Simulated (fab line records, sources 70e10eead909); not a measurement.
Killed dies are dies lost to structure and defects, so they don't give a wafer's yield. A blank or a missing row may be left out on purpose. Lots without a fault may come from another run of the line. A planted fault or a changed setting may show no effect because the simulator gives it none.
One fault seen from 2 desks | flow nand_harc | each desk has only its own numbers; what lay behind them comes last

THE METROLOGY DESK
What the gauges read, lot by lot, whatever tool the lot ran on: means of the sampled wafers that have a number. A lot is out of limits, marked OUT, if its mean lies more than 4 standard deviations from the usual mean; the brackets give that distance.
Columns: A = cd_nm at NHARC_A_CHANNEL_HOLE_D2_CD_MEAS_31, usual 90.3 nm
lot  | first seen here | A
L992 | day 14 03:57    | 90.0
L993 | day 14 16:05    | 89.9
L995 | day 15 14:04    | 90.5
L101 | day 18 17:24    | 91.0
L102 | day 18 18:07    | 90.5
L103 | day 19 05:58    | 90.6
L105 | day 19 16:03    | 89.1
L106 | day 20 13:19    | 89.7
L107 | day 20 19:52    | 89.9
L111 | day 22 15:34    | 90.0
L113 | day 23 07:27    | 90.7
L112 | day 23 09:33    | 90.3
This desk's finding: nothing out of limits on any of the 12 lots.

THE TOOL OWNER'S DESK: rie_diel-04
The tool's own readings at NHARC_A_STAIRCASE_ETCH_170 (etches the open film in C4F6/O2, target depth 200 nm, time 66.667 s): means of the sampled wafers that have a number, for each lot that ran on this tool. A lot is out of limits, marked OUT, if its mean lies more than 4 standard deviations from the usual mean; the brackets give that distance.
Columns: A = bias_w at NHARC_A_STAIRCASE_ETCH_170, usual 500.1 W; B = c4f6_flow_sccm at NHARC_A_STAIRCASE_ETCH_170, usual 24.99 sccm; C = drypump_motor_current_A at NHARC_A_STAIRCASE_ETCH_170, usual 5.8 A; D = oes_product_au at NHARC_A_STAIRCASE_ETCH_170, usual 0.973 a.u.; E = rf_vpp_V at NHARC_A_STAIRCASE_ETCH_170, usual 546 V; F = showerhead_plenum_p_Torr at NHARC_A_STAIRCASE_ETCH_170, usual 3.88 Torr; G = throttle_valve_pct at NHARC_A_STAIRCASE_ETCH_170, usual 26.903 %
lot  | first seen here | A     | B     | C   | D     | E   | F    | G
L106 | day 22 15:40    | 499.5 | 25.02 | 6.2 | 0.976 | 545 | 3.83 | 26.903
L107 | day 23 02:44    | 498.5 | 24.96 | 6.3 | 0.977 | 545 | 3.82 | 26.896
L111 | day 24 14:36    | 498.3 | 24.95 | 6.4 | 0.921 | 549 | 4.00 | 26.905
L113 | day 25 11:22    | 501.0 | 24.96 | 6.5 | 0.975 | 547 | 3.93 | 26.908
This desk's finding: nothing out of limits on any of the 4 lots.

PUT TOGETHER
The metrology desk saw nothing out of limits.
The tool owner's desk saw nothing out of limits.

WHAT THE SIMULATOR HAD PUT IN
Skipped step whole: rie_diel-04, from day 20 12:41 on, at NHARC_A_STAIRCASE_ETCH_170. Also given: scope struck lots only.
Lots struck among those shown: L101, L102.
